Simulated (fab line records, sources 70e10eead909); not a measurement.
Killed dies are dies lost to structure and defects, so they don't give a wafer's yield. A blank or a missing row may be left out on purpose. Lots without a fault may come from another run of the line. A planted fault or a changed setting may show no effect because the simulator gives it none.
fab line records | flow nand_harc
record lots=12 wafers=36 last_day=34
route steps=1302 shown P_GATE@150 END@1302
lots that met no fault: from a run of the same line without faults
start_h: hours from the record's first day to the start of the lot's first wafer shown | wait_h: hours since the lot's step before | " the same as in the row above | L1.1+2: a row that stands for several wafers | - no value, or no start given | * or withheld: withheld | < > ~ a bound
route shown NAME@n: a module of which the file shows steps, and the number in the route of the first | usual: mean/standard deviation of fault-free wafers | same: alike in all rows | chamber/n: place in a boat | sites: the reading at each site | _std_site: their standard deviation | _edge_site: outer sites' mean less inner sites' | radius_mm: how far each site lies from the wafer's centre | mask NAME#n: copy n | behind: the tool/chamber that last shaped the wafer | hold: why the lot was held/for how many hours/how that ended | device: the transistor (n, p or np) that didn't switch | end of line: the same wafers' tests at the end of the route | a step without rows: its recipe alone | killed: dies lost to structure and defects at the first sort, not the wafer's yield | map: a wafer's dies, x killed, . not, _ none there
set.NAME: the setting as run; set.NAME@STEP: as run at that earlier step | model.NAME: the simulator's own value behind a step, which no gauge read
steps of the route over a sample of lots; a table a step, a row a wafer
services: from which hour (start_h, from the record's first day; less than 0 if before it) a tool's chamber was out of use, for how many hours, and why
## steps
# step NHARC_P_GATE_STRIP_108
# recipe o2_flow_sccm=500 ar_flow_sccm=0 bias_w=0 chemistry=O2
# usual drypump_motor_current_A=5.7/0.47 oes_product_au=1.002/0.0099 rf_vpp_V=57.6/0.88 showerhead_plenum_p_Torr=3.46/0.12 throttle_valve_pct=17.037/0.0094
# columns lot.wafer tool chamber start_h wait_h drypump_motor_current_A oes_product_au rf_hours_counter_h rf_vpp_V showerhead_plenum_p_Torr throttle_valve_pct
L641.4 rie_diel-11 2 91.54 - 6.3 1.015 - 57.9 3.42 17.038
L641.6 " 3 " " 4.9 1.002 - 57.6 3.37 17.041
L641.5 " 1 " " 5.7 0.981 - 57.4 3.53 17.048
L642.1 rie_diel-11 0 109.25 - 6.0 1.001 0 57.2 3.36 17.036
L642.5 " 0 " " 6.0 1.006 - 56.5 3.36 17.039
L642.6 " 1 " " 5.6 1.000 - 58.6 3.53 17.019
L645.3 rie_diel-11 1 140.74 - 5.6 0.994 2 57.7 3.53 17.039
L645.1 " 0 " " 5.9 0.990 2 57.4 3.36 17.033
L645.6 " 1 " " 5.6 0.983 - 56.2 3.53 17.036
L646.1 rie_diel-11 3 145.09 - 4.9 0.998 4 57.4 3.36 17.039
L646.3 " 0 " " 5.9 0.982 3 57.2 3.35 17.037
L646.5 " 3 " " 4.9 0.991 - 56.9 3.36 17.036
L648.3 rie_diel-11 0 162.29 - 5.9 0.990 4 57.7 3.35 17.042
L648.1 " 3 " " 4.9 0.980 5 58.0 3.36 17.034
L648.5 " 0 " " 5.9 0.998 - 57.1 3.35 17.027
L656.1 rie_diel-07 0 245.05 - 6.5 1.002 8 57.7 3.66 17.035
L656.3 " 1 " " 5.3 1.004 8 57.3 3.33 17.046
L656.5 " 3 " " 6.2 0.987 - 58.6 3.37 17.040
L658.3 rie_diel-06 2 266.16 - 5.8 0.998 7 57.6 3.32 17.045
L658.1 " 0 " " 6.1 1.007 6 57.8 3.49 17.041
L658.5 " 2 " " 5.8 1.010 - 57.8 3.33 17.024
L659.3 rie_diel-06 2 280.29 - 5.8 1.003 7 56.3 3.32 17.036
L659.2 " 0 " " 6.1 1.009 8 57.1 3.49 17.041
L659.4 " 0 " " 6.1 1.008 - 58.1 3.49 17.044
L660.2 rie_diel-07 3 291.57 - 6.2 1.000 9 58.6 3.37 17.038
L660.5 " 0 " " 6.5 1.012 - 58.5 3.66 17.048
L660.6 " 1 " " 5.3 1.007 - 58.3 3.33 17.036
L661.2 rie_diel-06 1 297.76 - 5.0 1.014 9 57.1 3.58 17.032
L661.5 " 2 " " 5.8 1.022 - 56.7 3.32 17.039
L661.4 " 1 " " 5.0 1.010 - 59.1 3.58 17.049
L662.3 rie_diel-11 1 302.59 - 5.6 0.997 1 57.1 3.53 17.032
L662.1 " 3 " " 4.9 1.003 3 55.6 3.36 17.022
L662.6 " 3 " " 4.9 0.994 - 56.3 3.36 17.040
L664.2 rie_diel-11 1 322.44 - 5.6 0.994 1 57.4 3.53 17.037
L664.1 " 2 " " 6.3 1.011 3 57.1 3.41 17.029
L664.3 " 0 " " 6.0 0.991 3 57.7 3.35 17.043
# step NHARC_P_GATE_CD_MEAS_33
# usual cd_nm=120.1/2.6
# columns lot.wafer tool chamber start_h wait_h cd_nm
L641.4 cd_sem-03 - 91.70 0.1 121.0
L641.5 " - " " 118.5
L641.6 " - " " 117.6
L642.1 cd_sem-01 - 109.43 - 121.5
L642.5 " - " " 121.2
L642.6 " - " " 120.6
L645.1 cd_sem-02 - 140.92 - 119.9
L645.3 " - " " 117.2
L645.6 " - " " 118.9
L646.1 cd_sem-02 - 145.26 - 124.2
L646.3 " - " " 118.8
L646.5 " - " " 123.0
L648.1 cd_sem-03 - 162.46 - 112.0
L648.3 " - " " 116.8
L648.5 " - " " 117.8
L656.1 cd_sem-01 - 245.21 - 118.8
L656.3 " - " " 119.5
L656.5 " - " " 121.5
L658.1 cd_sem-02 - 266.32 - 118.2
L658.3 " - " " 120.5
L658.5 " - " " 119.7
L659.2 cd_sem-01 - 280.47 0.1 121.1
L659.3 " - " " 119.9
L659.4 " - " " 120.1
L660.2 cd_sem-02 - 291.70 - 117.2
L660.5 " - " " 116.2
L660.6 " - " " 121.2
L661.2 cd_sem-02 - 297.93 0.1 125.6
L661.4 " - " " 118.9
L661.5 " - " " 121.3
L662.1 cd_sem-03 - 302.77 0.1 118.7
L662.3 " - " " 122.2
L662.6 " - " " 119.8
L664.1 cd_sem-03 - 322.61 - 124.4
L664.2 " - " " 119.0
L664.3 " - " " 123.5
# step NHARC_P_GATE_EXPOSE_43
# recipe na=0.6 target_cd_nm=720 dose_mj=14.81 mask_id=P_NSD
# usual reticle_temp_C=23.01/0.09
# columns lot.wafer tool chamber start_h wait_h mask reticle_temp_C
L641.4 krf_scanner-03 0 102.59 - P_NSD#0 22.90
L641.5 " 0 " " P_NSD#0 22.96
L641.6 " 0 " " P_NSD#0 23.09
L642.1 krf_scanner-02 0 120.25 - P_NSD#0 22.99
L642.5 " 0 " " P_NSD#0 23.10
L642.6 " 0 " " P_NSD#0 23.16
L645.1 krf_scanner-02 0 151.55 - P_NSD#0 22.92
L645.3 " 0 " " P_NSD#0 23.00
L645.6 " 0 " " P_NSD#0 23.06
L646.1 krf_scanner-02 0 156.08 - P_NSD#0 22.91
L646.3 " 0 " " P_NSD#0 22.96
L646.5 " 0 " " P_NSD#0 22.87
L648.1 krf_scanner-03 0 173.27 - P_NSD_R1#0 23.01
L648.3 " 0 " " P_NSD_R1#0 22.98
L648.5 " 0 " " P_NSD_R1#0 22.93
L656.1 krf_scanner-03 0 255.95 - P_NSD#0 23.15
L656.3 " 0 " " P_NSD#0 23.07
L656.5 " 0 " " P_NSD#0 23.04
L658.1 krf_scanner-04 0 277.06 - P_NSD#0 22.95
L658.3 " 0 " " P_NSD#0 23.10
L658.5 " 0 " " P_NSD#0 22.98
L659.2 krf_scanner-03 0 291.39 - P_NSD#0 23.16
L659.3 " 0 " " P_NSD#0 23.01
L659.4 " 0 " " P_NSD#0 22.87
L660.2 krf_scanner-02 0 304.71 - P_NSD#0 22.97
L660.5 " 0 " " P_NSD#0 23.04
L660.6 " 0 " " P_NSD#0 22.87
L661.2 krf_scanner-03 0 308.83 - P_NSD#0 22.97
L661.4 " 0 " " P_NSD#0 23.11
L661.5 " 0 " " P_NSD#0 23.07
L662.1 krf_scanner-03 0 313.56 - P_NSD#0 23.11
L662.3 " 0 " " P_NSD#0 22.96
L662.6 " 0 " " P_NSD#0 23.07
L664.1 krf_scanner-02 0 333.47 - P_NSD#0 22.95
L664.2 " 0 " " P_NSD#0 23.05
L664.3 " 0 " " P_NSD#0 23.10
# step NHARC_P_GATE_CD_MEAS_46
# recipe target_cd_nm=720 landing_energy_ev=500
# usual cd_nm=719.3/1.6
# columns lot.wafer tool chamber start_h wait_h cd_nm
L641.4 cd_sem-03 0 102.74 - 718.8
L641.5 " 0 " " 717.0
L641.6 " 0 " " 716.6
L642.1 cd_sem-01 0 120.41 - 720.8
L642.5 " 0 " " 719.0
L642.6 " 0 " " 718.1
L645.1 cd_sem-01 0 151.70 - 719.8
L645.3 " 0 " " 717.9
L645.6 " 0 " " 719.7
L646.1 cd_sem-01 0 156.24 - 720.3
L646.3 " 0 " " 718.3
L646.5 " 0 " " 719.2
L648.1 cd_sem-02 0 173.43 - 664.9
L648.3 " 0 " " 663.6
L648.5 " 0 " " 664.6
L656.1 cd_sem-03 0 256.10 - 718.6
L656.3 " 0 " " 718.0
L656.5 " 0 " " 720.2
L658.1 cd_sem-03 0 277.22 - 716.8
L658.3 " 0 " " 722.1
L658.5 " 0 " " 721.0
L659.2 cd_sem-02 0 291.55 - 717.2
L659.3 " 0 " " 720.0
L659.4 " 0 " " 720.0
L660.2 cd_sem-03 0 304.86 - 718.4
L660.5 " 0 " " 720.3
L660.6 " 0 " " 719.1
L661.2 cd_sem-02 0 308.99 - 717.7
L661.4 " 0 " " 721.1
L661.5 " 0 " " 721.5
L662.1 cd_sem-03 0 313.72 - 721.3
L662.3 " 0 " " 721.2
L662.6 " 0 " " 721.6
L664.1 cd_sem-03 0 333.63 - 722.9
L664.2 " 0 " " 720.5
L664.3 " 0 " " 721.0
# step NHARC_P_GATE_STRIP_76
# recipe power_w=1500 temp_c=250 chemistry=O2
# usual drypump_motor_current_A=5.87/0.12 heater_power_w=298/40
# columns lot.wafer tool chamber start_h wait_h drypump_motor_current_A heater_power_w rf_hours_counter_h
L641.4 plasma_asher-02 1 105.31 0.2 6.04 361 -
L641.5 " 1 " " 6.02 366 -
L641.6 " 0 " " 5.85 262 -
L642.1 plasma_asher-01 1 123.09 0.2 5.72 335 27
L642.6 " 1 " " 5.73 333 -
L642.5 " 0 " " 5.92 248 -
L645.1 plasma_asher-02 0 154.27 0.2 5.85 270 15
L645.3 " 1 " " 6.00 356 -
L645.6 " 0 " " 5.88 273 -
L646.1 plasma_asher-01 1 158.67 0.2 5.69 338 35
L646.3 " 1 " " 5.69 345 -
L646.5 " 0 " " 5.94 245 -
L648.1 plasma_asher-02 0 175.98 0.2 5.85 284 20
L648.3 " 0 " " 5.87 271 -
L648.5 " 0 " " 5.89 275 -
L656.1 plasma_asher-02 0 260.37 0.2 5.83 289 2
L656.3 " 1 " " 6.02 339 -
L656.5 " 1 " " 6.03 335 -
L658.1 plasma_asher-01 0 279.68 0.2 5.91 250 22
L658.3 " 0 " " 5.91 254 -
L658.5 " 1 " " 5.71 315 -
L659.2 plasma_asher-01 1 293.98 0.2 5.69 309 24
L659.3 " 1 " " 5.69 313 -
L659.4 " 0 " " 5.93 248 -
L660.2 plasma_asher-01 0 307.44 0.2 5.94 255 26
L660.6 " 1 " " 5.71 308 -
L660.5 " 0 " " 5.92 249 -
L661.2 plasma_asher-02 0 311.52 0.2 5.85 282 12
L661.4 " 1 " " 6.00 328 -
L661.5 " 0 " " 5.88 287 -
L662.1 plasma_asher-01 1 316.29 0.2 5.68 317 28
L662.3 " 0 " " 5.93 253 -
L662.6 " 0 " " 5.92 248 -
L664.2 plasma_asher-01 0 336.17 0.2 5.91 252 33
L664.1 " 1 " " 5.69 310 33
L664.3 " 1 " " 5.69 321 -
# step NHARC_END_SORT_01
# recipe temp_c=25
# usual killed_at_array=52/18 killed_at_other=0.6/0.83 killed_at_periphery=4.3/2.8 killed_dies=57/19 killed_open=3.4/2 killed_short=2.5/1.7
# same gross_dies=677
# columns lot.wafer tool chamber start_h wait_h killed_at_array killed_at_other killed_at_periphery killed_dies killed_open killed_short
L648.1 prober-01 0 606.61 2.5 61 0 6 67 6 3
L648.3 prober-01 0 608.24 3.1 55 0 3 58 2 1
# killed by level:class
L648.1 A_CHANNEL_HOLE_D1:chamber_film_flake=34 A_CHANNEL_HOLE_D2:chamber_film_flake=10 A_STAIRCASE:chamber_film_flake=4 A_CONTACT:chamber_film_flake=4 P_GATE:geometric_particle:open=2 P_M0:geometric_particle:open=1 A_ONON_D1:geometric_particle:open=1 A_ONON_D2:geometric_particle:short=1
L648.3 A_CHANNEL_HOLE_D1:chamber_film_flake=34 A_CHANNEL_HOLE_D2:chamber_film_flake=11 A_STAIRCASE:chamber_film_flake=3 P_GATE:chamber_film_flake=2 A_CONTACT:chamber_film_flake=2 A_CHANNEL_HOLE_D1:geometric_particle:open=1 A_DECK1_JOINT:geometric_particle:short=1 A_ONON_D2:geometric_particle:open=1
## services
# columns tool chamber start_h hours kind
plasma_asher-02 - 72.00 9.0 pm
rie_diel-11 - 78.50 9.0 pm
rie_diel-11 0 88.62 6.9 repair
krf_scanner-02 - 94.00 4.0 pm
plasma_asher-02 - 115.78 0.5 repair
rie_diel-06 2 126.81 11.8 repair
rie_diel-06 - 130.92 9.0 pm
plasma_asher-01 - 147.16 1.4 repair
plasma_asher-01 - 165.00 9.0 pm
krf_scanner-03 - 178.88 0.6 repair
rie_diel-06 3 182.03 4.5 repair
krf_scanner-03 - 224.00 4.0 pm
rie_diel-11 1 234.94 5.4 repair
krf_scanner-02 - 238.24 0.6 repair
plasma_asher-02 - 249.00 9.0 pm
rie_diel-11 - 255.50 9.0 pm
krf_scanner-02 - 266.00 4.0 pm
rie_diel-06 3 271.23 15.6 repair
rie_diel-06 2 272.44 3.1 repair
rie_diel-11 1 275.85 8.7 repair
plasma_asher-02 - 286.24 2.1 repair
rie_diel-11 2 302.48 3.4 repair
krf_scanner-03 - 305.82 2.8 repair
krf_scanner-02 - 317.14 1.0 repair
## key
first_sign step=NHARC_P_GATE_EXPOSE_43 reading=mask direction=changed
effect step=NHARC_P_GATE_CD_MEAS_46 reading=cd_nm direction=down sigmas=35 usual=719.3 struck=664.4
met_at NHARC_P_GATE_EXPOSE_43
struck_lots L648
tester_left_out L648
not_acting_at NHARC_P_GATE_STRIP_108,NHARC_P_GATE_CD_MEAS_33,NHARC_P_GATE_STRIP_76
onset_between 102.59 173.27
fault kind=wrong_mask tool=any chamber=- onset_h=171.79 steps=NHARC_P_GATE_EXPOSE_43 aux_copy=P_NSD_R1#0 cd_offset_nm=-52.634 scope=struck_lots_only
# tester_left_out: of these lots the tester's yield and bins aren't shown, on N5 and GAA mostly nor the transistor test; their killed dies are dies lost to structure and defects alone, not to doping, threshold or leakage, so they don't give the yield
